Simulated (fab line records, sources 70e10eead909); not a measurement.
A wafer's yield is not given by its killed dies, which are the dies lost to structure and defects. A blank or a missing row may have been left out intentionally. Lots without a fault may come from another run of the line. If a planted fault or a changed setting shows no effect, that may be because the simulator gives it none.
Struck lot and sound lot, side by side | flow nand_harc | 21 steps out of a route of 1159
Sound: wafers L743.2, L743.3, L743.6. Struck: wafers L734.3, L734.4, L734.5. The cause comes at the end.
At each step with rows: each side's tool, then ch and its chambers, then its first start. Under that, the readings that differ: sound wafers | struck wafers | difference of the means | sigmas: that difference in standard deviations of wafers without a fault.
alike: readings with means less than 2 such deviations apart, plus words and numbers identical on both sides. not compared: withheld readings, readings lacking a value on some wafer, bounds such as >300 that could conceal the same value, and numbers that have no deviation in the record and whose values overlap.
A row with sigmas, a row that says differs or no value, or rows on one side alone: a step with any of these is where the two part. Numbers that have no deviation but don't overlap get no sigmas and don't part them. A reading that every wafer of one side lacks parts them only if that side has two wafers or more.

NHARC_A_BLC_CMP_25: polishes, t overpolish 30 s, target thk 150 nm.
  sound on cmp-03 ch 0,1,2, day 23 16:01; struck on cmp-01 ch 2,3, day 24 05:41
  alike: motor_current_A, overpolish_run_s, slurry_filter_dp_kPa, time_to_endpoint_s
then, 1 step without rows for these wafers: NHARC_A_BLC_SRD_27.
NHARC_A_BLC_INSPECT_28:
  sound: defect_inspect-01 at day 23 16:26; struck: defect_inspect-01 at day 24 06:06
  alike: raw_defect_count
then, 8 steps without rows for these wafers: NHARC_A_M0_DEP_00 (deposits SiOC, target thk 150 nm); NHARC_A_M0_DEHYDRATE_01 (time 120 s); NHARC_A_M0_HMDS_02 (time 30 s); NHARC_A_M0_COAT_33 (time 65 s); NHARC_A_M0_COAT_03 (resist thk 90 nm); NHARC_A_M0_SOFTBAKE_04 (time 55 s); NHARC_A_M0_EBR_05; NHARC_A_M0_EXPOSE_06 (exposes mask A M0, target cd 80 nm).
NHARC_A_M0_PEB_07: peb time 65 s.
  sound on litho_track-06 ch 0, day 23 17:15; struck on litho_track-01 ch 0, day 24 06:55
  reading                  | sound              | struck            | difference | sigmas
  heater_power_total_W (W) | 157.0 156.7 156.3  | 152.0 150.9 151.2 | -5.3       | -13
  plate_temp_C (C)         | 100.03 99.86 99.94 | 97.20 97.39 97.37 | -2.62      | -20
then, 1 step without rows for these wafers: NHARC_A_M0_DEVELOP_08 (develop time 35 s).
NHARC_A_M0_CD_MEAS_09: target cd 80 nm.
  sound on cd_sem-03 ch 0, day 23 17:20; struck on cd_sem-02 ch 0, day 24 07:00
  reading    | sound          | struck         | difference | sigmas
  cd_nm (nm) | 81.8 80.5 80.6 | 72.5 72.4 72.5 | -8.5       | -11
NHARC_A_M0_OVL_MEAS_10: pitch 160 nm.
  sound: overlay-01 at day 23 17:26; struck: overlay-02 at day 24 07:05
  reading           | sound          | struck         | difference | sigmas
  overlay_x_nm (nm) | -2.7 -1.4 -2.5 | 0.3 0.3 0.1    | +2.4       | +2
  overlay_y_nm (nm) | 0.1 0.6 0.3    | -1.3 -1.7 -0.7 | -1.6       | -2
NHARC_A_M0_INSPECT_11:
  sound: defect_inspect-01 at day 23 17:28; struck: defect_inspect-02 at day 24 07:07
  alike: raw_defect_count
NHARC_A_M0_DESCUM_14: chemistry O2, time 3 s.
  sound on rie_diel-10 ch 1,2, day 23 17:32; struck on rie_diel-05 ch 0,1,2, day 24 07:11
  reading               | sound             | struck            | difference | sigmas
  oes_product_au (a.u.) | 0.976 0.997 0.987 | 1.002 1.011 1.016 | +0.023     | +2
  model.A_M0.cd_nm (nm) | 81.88 79.96 81.34 | 72.01 72.95 72.71 | -8.50      |
  alike: drypump_motor_current_A, rf_vpp_V, showerhead_plenum_p_Torr, throttle_valve_pct
  not compared: rf_hours_counter_h
NHARC_A_M0_ETCH_34: etches the open film in N2/H2, target depth 40 nm, overetch 12 nm, time 43.94 s.
  sound on rie_diel-10 ch 2,3, day 23 17:37; struck on rie_diel-05 ch 1,2, day 24 07:17
  alike: drypump_motor_current_A, oes_product_au, rf_vpp_V, showerhead_plenum_p_Torr, throttle_valve_pct
  not compared: rf_hours_counter_h
NHARC_A_M0_ETCH_15: etches the open film in C4F8/Ar, target depth 150 nm, overetch 15 nm, time 82.5 s.
  sound on rie_diel-10 ch 0,1,2; struck on rie_diel-05 ch 0,1
  reading               | sound            | struck           | difference | sigmas
  model.A_M0.cd_nm (nm) | 82.6 80.09 81.69 | 71.82 72.7 72.79 | -9.02      |
  alike: oes_product_au, rf_vpp_V
  not compared: rf_hours_counter_h
NHARC_A_M0_CD_MEAS_16:
  sound: cd_sem-02 at day 23 17:50; struck: cd_sem-02 at day 24 07:32
  reading    | sound          | struck         | difference | sigmas
  cd_nm (nm) | 82.7 80.1 81.9 | 72.0 72.9 72.9 | -9.0       | -10
NHARC_END_SORT_01:
  the record has rows for the struck wafers here (prober-01 ch 0, day 26 03:32) and none for the sound ones

WHERE THEY PART
Earliest at NHARC_A_M0_PEB_07; latest, in this record, at NHARC_END_SORT_01.

WHY: the cause the simulator had injected
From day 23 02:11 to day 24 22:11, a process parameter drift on litho_track-01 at NHARC_A_M0_PEB_07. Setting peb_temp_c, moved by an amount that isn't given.
